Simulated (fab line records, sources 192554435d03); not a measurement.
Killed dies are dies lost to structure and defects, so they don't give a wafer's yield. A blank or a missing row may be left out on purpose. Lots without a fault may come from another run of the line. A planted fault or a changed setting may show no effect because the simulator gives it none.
Chamber matching | flow n5_finfet | N5_PMOS_HMC_CHANNEL_EPI_CMP_21 on cmp-02: 4 sister chambers
The step polishes SiGe30, target thk 54 nm. 4 wafers are shown with their chamber, then 10 later ones without.

WAFERS WITH THEIR CHAMBER
wafer  | chamber | motor_current_A (A)
L079.1 | 1       | 12.9
L083.3 | 2       | 12.4
L086.1 | 3       | 12.4
L086.2 | 0       | 12.2

WAFERS WITHOUT THEIR CHAMBER
wafer  | motor_current_A (A)
L086.5 | 12.1
L088.1 | 13.2
L088.3 | 12.9
L088.6 | 12.1
L093.3 | 12.2
L093.5 | 11.8
L093.6 | 12.2
L097.1 | 12.2
L097.2 | 11.9
L097.6 | 12.0

WHICH CHAMBER EACH WENT THROUGH
wafer  | from the rows above          | in truth
L086.5 | can't be placed: 0 or 2 or 3 | 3
L088.1 | 1                            | 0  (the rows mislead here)
L088.3 | 1                            | 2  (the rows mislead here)
L088.6 | can't be placed: 0 or 2 or 3 | 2
L093.3 | can't be placed: 0 or 2 or 3 | 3
L093.5 | can't be placed: 0 or 2 or 3 | 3
L093.6 | can't be placed: 0 or 2 or 3 | 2
L097.1 | can't be placed: 0 or 2 or 3 | 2
L097.2 | can't be placed: 0 or 2 or 3 | 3
L097.6 | can't be placed: 0 or 2 or 3 | 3
Placed correctly: 0 of 10. Can't be placed from these rows: 8 (the true chamber is among the candidates in 8). Placed wrongly: 2.
How it was worked out, from the rows above alone: a wafer's distance from a chamber is the root of the sum, over the readings, of the square of ((its reading less the chamber's mean) divided by the reading's scatter). The wafer belongs to the nearest chamber; if the next one is less than 2 further off, it can't be placed. A chamber's mean is the mean of its shown wafers. The scatter: with one shown wafer a chamber, the root of the mean of the squares of how far each hidden wafer lies from its nearest shown one.
